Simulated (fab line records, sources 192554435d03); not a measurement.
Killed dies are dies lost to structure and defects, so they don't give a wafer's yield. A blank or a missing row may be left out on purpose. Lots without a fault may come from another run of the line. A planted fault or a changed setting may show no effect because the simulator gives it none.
Which tool did it? | flow n5_finfet | 24 lots, 72 wafers sampled, at 6 steps of a route of 1938

WHAT THE GAUGES READ, wafer by wafer
The record holds no reading of a measuring or inspecting step that can be judged against a usual standard deviation.

WHICH TOOL RAN EACH LOT (tool, then ch and the chambers of the sampled wafers, then the start)
lot  | N5_MOL_CONTACT_COAG_ALD_133       | N5_MOL_CONTACT_COAG_ETCH_48        | N5_BEOL_M0_SAQP_ILD_DEP_01      | N5_BEOL_M0_SAQP_STRIP_86           | N5_BEOL_M0_SAQP_RECESS_114         | N5_BEOL_M0_SAQP_SPACER1_ALD_98
L074 | ald_sin-02 ch 0,2,3, day 5 03:40  | rie_diel-04 ch 0,1,2, day 5 04:05  | pecvd-04 ch 0,1,2, day 5 08:31  | rie_diel-03 ch 1,2,3, day 5 10:28  | vapor_etch-01 ch 0,1, day 5 10:36  | ald_sin-03 ch 0,1,2, day 5 11:19
L075 | ald_sin-03 ch 0,1,3, day 5 13:32  | rie_diel-06 ch 1,2,3, day 5 14:04  | pecvd-04 ch 1,2, day 5 18:34    | rie_diel-02 ch 0,1,2, day 5 21:24  | vapor_etch-02 ch 0,1, day 5 21:32  | ald_sin-03 ch 0,2,3, day 5 21:55
L076 | ald_sin-03 ch 0,3, day 5 17:03    | rie_diel-05 ch 0,2, day 5 17:27    | pecvd-02 ch 0,1,2, day 5 21:54  | rie_diel-02 ch 0,1,3, day 5 23:54  | vapor_etch-02 ch 1, day 6 00:02    | ald_sin-01 ch 0,2, day 6 00:25
L077 | ald_sin-01 ch 1,2,3, day 5 23:22  | rie_diel-05 ch 0,1,2, day 5 23:46  | pecvd-02 ch 0,1,2, day 6 04:13  | rie_diel-02 ch 0,2,3, day 6 06:22  | vapor_etch-01 ch 0,1, day 6 06:30  | ald_sin-04 ch 0,3, day 6 06:53
L078 | ald_sin-02 ch 0,1,3, day 6 03:59  | rie_diel-04 ch 0,1,3, day 6 04:25  | pecvd-02 ch 0,1,2, day 6 09:12  | rie_diel-01 ch 0,3, day 6 10:45    | vapor_etch-02 ch 0,1, day 6 10:53  | ald_sin-04 ch 2,3, day 6 11:32
L079 | ald_sin-03 ch 1,2,3, day 6 14:47  | rie_diel-06 ch 2,3, day 6 15:12    | pecvd-02 ch 0,1, day 6 19:39    | rie_diel-01 ch 0,2,3, day 6 21:29  | vapor_etch-02 ch 0,1, day 6 21:37  | ald_sin-01 ch 0,1,2, day 6 22:07
L080 | ald_sin-03 ch 0,1,2, day 6 19:31  | rie_diel-05 ch 1,2,3, day 6 19:56  | pecvd-03 ch 0,2, day 7 00:25    | rie_diel-01 ch 0,2, day 7 03:34    | vapor_etch-02 ch 0,1, day 7 03:51  | ald_sin-01 ch 2,3, day 7 04:12
L081 | ald_sin-01 ch 0,1,2, day 6 21:47  | rie_diel-05 ch 0,1, day 6 22:11    | pecvd-02 ch 0,2, day 7 03:25    | rie_diel-03 ch 0,1, day 7 05:14    | vapor_etch-02 ch 0,1, day 7 06:02  | ald_sin-04 ch 0,1,2, day 7 06:32
L082 | ald_sin-03 ch 0,1, day 7 02:28    | rie_diel-06 ch 1,2,3, day 7 02:53  | pecvd-04 ch 0,2, day 7 07:19    | rie_diel-03 ch 0,1,2, day 7 09:14  | vapor_etch-01 ch 0,1, day 7 09:29  | ald_sin-04 ch 2,3, day 7 09:45
L083 | ald_sin-01 ch 0,3, day 7 13:31    | rie_diel-06 ch 0,1, day 7 13:56    | pecvd-03 ch 1,2, day 7 18:23    | rie_diel-03 ch 0,1, day 7 20:24    | vapor_etch-01 ch 0,1, day 7 20:32  | ald_sin-04 ch 1,2,3, day 7 20:55
L084 | ald_sin-01 ch 0,1, day 7 18:56    | rie_diel-04 ch 2,3, day 7 19:20    | pecvd-02 ch 0,2, day 7 23:47    | rie_diel-01 ch 1,2, day 8 01:35    | vapor_etch-02 ch 0,1, day 8 01:47  | ald_sin-04 ch 0,1,2, day 8 02:10
L085 | ald_sin-02 ch 0,2,3, day 8 03:25  | rie_diel-04 ch 1,3, day 8 03:56    | pecvd-02 ch 0,1,2, day 8 08:26  | rie_diel-03 ch 0,1,3, day 8 09:47  | vapor_etch-02 ch 0,1, day 8 09:56  | ald_sin-01 ch 0,1,3, day 8 10:43
L086 | ald_sin-03 ch 0,2,3, day 8 11:38  | rie_diel-05 ch 1,2,3, day 8 12:03  | pecvd-03 ch 0,1,2, day 8 16:32  | rie_diel-02 ch 0,1,2, day 8 18:56  | vapor_etch-02 ch 0,1, day 8 19:04  | ald_sin-03 ch 0,1,2, day 8 19:35
L087 | ald_sin-01 ch 1,2,3, day 8 13:55  | rie_diel-05 ch 0,1,2, day 8 14:20  | pecvd-02 ch 0,2, day 8 19:34    | rie_diel-03 ch 0,1,3, day 8 21:34  | vapor_etch-02 ch 0,1, day 8 21:49  | ald_sin-01 ch 2,3, day 8 22:52
L088 | ald_sin-02 ch 1,2,3, day 8 18:37  | rie_diel-04 ch 1,2,3, day 8 19:01  | pecvd-03 ch 0,1, day 8 23:28    | rie_diel-03 ch 0,1, day 9 01:15    | vapor_etch-01 ch 0,1, day 9 01:30  | ald_sin-01 ch 0,3, day 9 01:46
L089 | ald_sin-03 ch 1,2,3, day 8 23:22  | rie_diel-05 ch 0,2,3, day 8 23:49  | pecvd-02 ch 1,2, day 9 04:32    | rie_diel-02 ch 0,1,2, day 9 05:52  | vapor_etch-01 ch 0,1, day 9 06:07  | ald_sin-03 ch 1,2,3, day 9 06:30
L090 | ald_sin-02 ch 0,1,2, day 9 05:28  | rie_diel-06 ch 0,1, day 9 05:52    | pecvd-03 ch 0,1, day 9 10:19    | rie_diel-02 ch 0,1, day 9 12:34    | vapor_etch-02 ch 0,1, day 9 12:41  | ald_sin-03 ch 1,2, day 9 13:04
L091 | ald_sin-03 ch 0,2,3, day 9 13:31  | rie_diel-05 ch 1,2, day 9 13:56    | pecvd-02 ch 0,1,2, day 9 18:23  | rie_diel-03 ch 1,3, day 9 20:15    | vapor_etch-02 ch 0, day 9 20:23    | ald_sin-03 ch 0,2,3, day 9 20:46
L092 | ald_sin-02 ch 0,1, day 9 16:52    | rie_diel-04 ch 1,2,3, day 9 17:22  | pecvd-02 ch 0,1,2, day 9 21:50  | rie_diel-03 ch 1,2,3, day 10 01:35 | vapor_etch-02 ch 0,1, day 10 01:49 | ald_sin-01 ch 1,2,3, day 10 02:46
L093 | ald_sin-02 ch 0,2, day 9 20:05    | rie_diel-04 ch 0,2,3, day 9 20:29  | pecvd-02 ch 1,2, day 10 00:57   | rie_diel-03 ch 1,2,3, day 10 03:19 | vapor_etch-01 ch 0,1, day 10 03:34 | ald_sin-04 ch 0,2, day 10 03:50
L094 | ald_sin-02 ch 1,2,3, day 10 06:25 | rie_diel-05 ch 0,1,2, day 10 06:49 | pecvd-03 ch 0,2, day 10 11:16   | rie_diel-02 ch 0,2, day 10 13:38   | vapor_etch-02 ch 0,1, day 10 13:46 | ald_sin-04 ch 0,2,3, day 10 14:08
L095 | ald_sin-03 ch 1,2,3, day 10 11:49 | rie_diel-04 ch 1,2,3, day 10 12:36 | pecvd-04 ch 0,1,2, day 10 17:03 | rie_diel-01 ch 0,1,2, day 10 19:08 | vapor_etch-01 ch 0,1, day 10 19:16 | ald_sin-01 ch 0,2,3, day 10 19:39
L096 | ald_sin-01 ch 0,2,3, day 10 18:24 | rie_diel-05 ch 1,3, day 10 18:48   | pecvd-04 ch 0,2, day 10 23:24   | rie_diel-03 ch 1,2,3, day 11 01:54 | vapor_etch-01 ch 1, day 11 02:02   | ald_sin-04 ch 0,3, day 11 02:25
L097 | ald_sin-01 ch 0,2,3, day 10 20:43 | rie_diel-05 ch 1,3, day 10 21:20   | pecvd-02 ch 0,2, day 11 02:23   | rie_diel-03 ch 1,3, day 11 05:11   | vapor_etch-01 ch 0,1, day 11 05:26 | ald_sin-03 ch 0,1,2, day 11 05:56
- N5_MOL_CONTACT_COAG_ALD_133: deposits SiO2, target thk 5 nm, pulse time 1 s, co reactant pulse time 1 s.
- N5_MOL_CONTACT_COAG_ETCH_48: etches SiOC in C4F6/O2, target depth 15 nm, overetch 4.5 nm, time 17 s.
- N5_BEOL_M0_SAQP_ILD_DEP_01: deposits SiOC from DEMS/O2, target thk 45.419 nm, time 8.7 s.
- N5_BEOL_M0_SAQP_STRIP_86: strips in N2/H2.
- N5_BEOL_M0_SAQP_RECESS_114: chemistry HF/NH3, target SiO2, target depth 14.4 nm, afs cycles 3, sublimation time 60 s.
- N5_BEOL_M0_SAQP_SPACER1_ALD_98: deposits SiO2, target thk 12.8 nm, pulse time 1 s, purge time 2 s.

WHAT THE TOOLS THEMSELVES READ (means of the sampled wafers that have a number; where no wafer has one, the mark that the record gives instead)
N5_MOL_CONTACT_COAG_ALD_133.
lot  | tool       | heater_power_w (W) | precursor_pulse_height_rel
L074 | ald_sin-02 | 74                 | 0.987
L075 | ald_sin-03 | 78                 | 0.998
L076 | ald_sin-03 | 73                 | 1.007
L077 | ald_sin-01 | 72                 | 1.002
L078 | ald_sin-02 | 77                 | 0.993
L079 | ald_sin-03 | 82                 | 1.000
L080 | ald_sin-03 | 85                 | 1.017
L081 | ald_sin-01 | 71                 | 1.026
L082 | ald_sin-03 | 80                 | 1.013
L083 | ald_sin-01 | 70                 | 1.001
L084 | ald_sin-01 | 77                 | 1.002
L085 | ald_sin-02 | 75                 | 0.986
L086 | ald_sin-03 | 79                 | 1.001
L087 | ald_sin-01 | 73                 | 0.983
L088 | ald_sin-02 | 79                 | 0.992
L089 | ald_sin-03 | 82                 | 1.009
L090 | ald_sin-02 | 78                 | 0.998
L091 | ald_sin-03 | 78                 | 0.989
L092 | ald_sin-02 | 81                 | 1.002
L093 | ald_sin-02 | 73                 | 0.983
L094 | ald_sin-02 | 79                 | 1.008
L095 | ald_sin-03 | 82                 | 1.003
L096 | ald_sin-01 | 70                 | 1.001
L097 | ald_sin-01 | 70                 | 0.993

N5_MOL_CONTACT_COAG_ETCH_48.
lot  | tool        | C4F6_flow_sccm (sccm) | drypump_motor_current_A (A) | oes_product_au (a.u.) | rf_vpp_V (V) | showerhead_plenum_p_Torr (Torr) | throttle_valve_pct (%)
L074 | rie_diel-04 | 9.999                 | 5.6                         | 0.70                  | 1575         | 2.95                            | 40.9
L075 | rie_diel-06 | 10.012                | 5.4                         | 0.70                  | 1585         | 2.76                            | 40.5
L076 | rie_diel-05 | 10.021                | 6.2                         | 0.62                  | 1631         | 2.83                            | 40.1
L077 | rie_diel-05 | 9.983                 | 6.1                         | 0.62                  | 1595         | 2.78                            | 40.2
L078 | rie_diel-04 | 9.985                 | 5.6                         | 0.66                  | 1567         | 2.87                            | 40.9
L079 | rie_diel-06 | 9.994                 | 5.3                         | 0.80                  | 1597         | 2.82                            | 40.3
L080 | rie_diel-05 | 10.006                | 6.0                         | 0.64                  | 1598         | 2.78                            | 40.2
L081 | rie_diel-05 | 9.993                 | 5.9                         | 0.61                  | 1583         | 2.77                            | 40.5
L082 | rie_diel-06 | 10.030                | 5.4                         | 0.68                  | 1585         | 2.76                            | 40.5
L083 | rie_diel-06 | 9.995                 | 6.2                         | 0.55                  | 1576         | 2.74                            | 41.0
L084 | rie_diel-04 | 10.024                | 4.9                         | 0.60                  | 1606         | 2.81                            | 41.0
L085 | rie_diel-04 | 10.009                | 5.2                         | 0.62                  | 1574         | 2.79                            | 41.1
L086 | rie_diel-05 | 10.010                | 6.0                         | 0.64                  | 1597         | 2.78                            | 40.2
L087 | rie_diel-05 | 10.006                | 6.1                         | 0.62                  | 1594         | 2.77                            | 40.2
L088 | rie_diel-04 | 10.011                | 5.2                         | 0.64                  | 1583         | 2.86                            | 41.0
L089 | rie_diel-05 | 10.012                | 5.9                         | 0.64                  | 1621         | 2.82                            | 40.5
L090 | rie_diel-06 | 9.973                 | 6.1                         | 0.54                  | 1574         | 2.74                            | 41.0
L091 | rie_diel-05 | 9.976                 | 6.4                         | 0.65                  | 1607         | 2.77                            | 39.9
L092 | rie_diel-04 | 10.011                | 5.2                         | 0.65                  | 1583         | 2.85                            | 41.0
L093 | rie_diel-04 | 9.988                 | 5.3                         | 0.57                  | 1597         | 2.87                            | 40.8
L094 | rie_diel-05 | 10.025                | 6.1                         | 0.61                  | 1594         | 2.76                            | 40.2
L095 | rie_diel-04 | 10.006                | 5.2                         | 0.62                  | 1583         | 2.85                            | 41.0
L096 | rie_diel-05 | 9.984                 | 5.6                         | 0.58                  | 1587         | 2.78                            | 40.6
L097 | rie_diel-05 | 9.989                 | 5.9                         | 0.61                  | 1562         | 2.72                            | 40.3

N5_BEOL_M0_SAQP_ILD_DEP_01.
lot  | tool     | heater_power_w (W) | showerhead_plenum_p_Torr (Torr) | throttle_valve_pct (%)
L074 | pecvd-04 | 439                | 5.714                           | 12.5
L075 | pecvd-04 | 546                | 5.715                           | 12.6
L076 | pecvd-02 | 475                | 5.701                           | 11.7
L077 | pecvd-02 | 526                | 5.698                           | 11.5
L078 | pecvd-02 | 474                | 5.694                           | 11.7
L079 | pecvd-02 | 512                | 5.682                           | 11.8
L080 | pecvd-03 | 517                | 5.694                           | 11.8
L081 | pecvd-02 | 525                | 5.695                           | 11.6
L082 | pecvd-04 | 352                | 5.699                           | 12.5
L083 | pecvd-03 | 505                | 5.714                           | 11.4
L084 | pecvd-02 | 472                | 5.714                           | 11.7
L085 | pecvd-02 | 516                | 5.703                           | 11.5
L086 | pecvd-03 | 500                | 5.709                           | 11.7
L087 | pecvd-02 | 540                | 5.698                           | 11.8
L088 | pecvd-03 | 493                | 5.703                           | 11.7
L089 | pecvd-02 | 494                | 5.711                           | 11.6
L090 | pecvd-03 | 498                | 5.701                           | 12.0
L091 | pecvd-02 | 517                | 5.684                           | 11.5
L092 | pecvd-02 | 526                | 5.692                           | 11.8
L093 | pecvd-02 | 469                | 5.695                           | 11.6
L094 | pecvd-03 | 487                | 5.697                           | 12.0
L095 | pecvd-04 | 433                | 5.705                           | 12.4
L096 | pecvd-04 | 383                | 5.694                           | 12.3
L097 | pecvd-02 | 476                | 5.680                           | 11.9

N5_BEOL_M0_SAQP_STRIP_86.
lot  | tool        | drypump_motor_current_A (A) | oes_product_au (a.u.) | rf_vpp_V (V) | showerhead_plenum_p_Torr (Torr) | throttle_valve_pct (%)
L074 | rie_diel-03 | 5.8                         | 0.77                  | 120.6        | 3.47                            | 18.95
L075 | rie_diel-02 | 5.4                         | 0.76                  | 121.3        | 3.23                            | 18.97
L076 | rie_diel-02 | 5.3                         | 0.78                  | 123.0        | 3.37                            | 18.81
L077 | rie_diel-02 | 5.7                         | 0.81                  | 122.3        | 3.34                            | 19.02
L078 | rie_diel-01 | 5.5                         | 0.76                  | 122.8        | 3.41                            | 19.12
L079 | rie_diel-01 | 5.4                         | 0.82                  | 122.4        | 3.48                            | 19.03
L080 | rie_diel-01 | 5.2                         | 0.87                  | 122.7        | 3.55                            | 18.91
L081 | rie_diel-03 | 5.3                         | 0.75                  | 121.8        | 3.34                            | 19.15
L082 | rie_diel-03 | 5.6                         | 0.75                  | 122.5        | 3.40                            | 18.99
L083 | rie_diel-03 | 5.2                         | 0.74                  | 121.7        | 3.34                            | 19.17
L084 | rie_diel-01 | 5.5                         | 0.89                  | 123.2        | 3.57                            | 19.17
L085 | rie_diel-03 | 5.5                         | 0.75                  | 120.3        | 3.40                            | 19.03
L086 | rie_diel-02 | 5.4                         | 0.74                  | 121.5        | 3.22                            | 19.00
L087 | rie_diel-03 | 5.5                         | 0.75                  | 122.0        | 3.40                            | 19.02
L088 | rie_diel-03 | 5.3                         | 0.74                  | 122.5        | 3.33                            | 19.07
L089 | rie_diel-02 | 5.4                         | 0.75                  | 119.7        | 3.22                            | 18.99
L090 | rie_diel-02 | 5.0                         | 0.70                  | 121.9        | 3.24                            | 18.80
L091 | rie_diel-03 | 5.4                         | 0.74                  | 121.6        | 3.40                            | 19.16
L092 | rie_diel-03 | 5.9                         | 0.74                  | 122.6        | 3.45                            | 19.02
L093 | rie_diel-03 | 5.9                         | 0.75                  | 122.4        | 3.45                            | 19.01
L094 | rie_diel-02 | 5.8                         | 0.76                  | 122.2        | 3.18                            | 19.24
L095 | rie_diel-01 | 5.6                         | 0.80                  | 123.1        | 3.54                            | 19.16
L096 | rie_diel-03 | 5.9                         | 0.74                  | 123.4        | 3.45                            | 19.01
L097 | rie_diel-03 | 5.4                         | 0.73                  | 122.3        | 3.40                            | 19.20

N5_BEOL_M0_SAQP_RECESS_114.
lot  | tool          | drypump_motor_current_A (A)
L074 | vapor_etch-01 | 5.4
L075 | vapor_etch-02 | 5.4
L076 | vapor_etch-02 | 6.0
L077 | vapor_etch-01 | 5.4
L078 | vapor_etch-02 | 5.7
L079 | vapor_etch-02 | 5.7
L080 | vapor_etch-02 | 5.4
L081 | vapor_etch-02 | 5.4
L082 | vapor_etch-01 | 5.9
L083 | vapor_etch-01 | 5.4
L084 | vapor_etch-02 | 5.4
L085 | vapor_etch-02 | 5.4
L086 | vapor_etch-02 | 5.4
L087 | vapor_etch-02 | 5.7
L088 | vapor_etch-01 | 5.4
L089 | vapor_etch-01 | 6.0
L090 | vapor_etch-02 | 5.7
L091 | vapor_etch-02 | 5.1
L092 | vapor_etch-02 | 5.5
L093 | vapor_etch-01 | 5.9
L094 | vapor_etch-02 | 5.4
L095 | vapor_etch-01 | 5.4
L096 | vapor_etch-01 | 6.6
L097 | vapor_etch-01 | 5.4

N5_BEOL_M0_SAQP_SPACER1_ALD_98.
lot  | tool       | heater_power_w (W) | precursor_pulse_height_rel
L074 | ald_sin-03 | 512                | 1.008
L075 | ald_sin-03 | 471                | 1.021
L076 | ald_sin-01 | 415                | 1.009
L077 | ald_sin-04 | 505                | 1.006
L078 | ald_sin-04 | 479                | 1.006
L079 | ald_sin-01 | 431                | 1.019
L080 | ald_sin-01 | 415                | 1.012
L081 | ald_sin-04 | 507                | 1.005
L082 | ald_sin-04 | 481                | 0.986
L083 | ald_sin-04 | 488                | 1.012
L084 | ald_sin-04 | 513                | 1.002
L085 | ald_sin-01 | 440                | 0.994
L086 | ald_sin-03 | 508                | 0.999
L087 | ald_sin-01 | 415                | 1.003
L088 | ald_sin-01 | 423                | 0.994
L089 | ald_sin-03 | 495                | 1.014
L090 | ald_sin-03 | 538                | 1.011
L091 | ald_sin-03 | 478                | 1.005
L092 | ald_sin-01 | 428                | 0.992
L093 | ald_sin-04 | 503                | 0.995
L094 | ald_sin-04 | 495                | 0.991
L095 | ald_sin-01 | 412                | 0.992
L096 | ald_sin-04 | 478                | 1.005
L097 | ald_sin-03 | 510                | 0.985

THE ANSWER, worked out from the rows above alone
Rule: what is usual is taken from the lots themselves. Put in order of their means at a reading, lots are off if they are a third of the lots or fewer, leave a main group of 4 or more, and stand apart from it by a gap of 3 or more times the standard deviation of the main group's means; of several such gaps the widest counts. A main group whose means are all the same, to the digits that the tables above print for the reading, isn't used. A lot without any number at a reading at which 4 lots or more have one is off too. The other lots that the step has rows for count as sound. The gauges are gone through in route order, then the tools' own readings, and for those a lot's mean is taken as printed above. The first step at which some lot is off is used, and at that step the reading that is off furthest; a lot without a number counts as furthest.
No lot is off at any reading shown: from this, nothing can be told.

WHAT THE SIMULATOR HAD PUT IN
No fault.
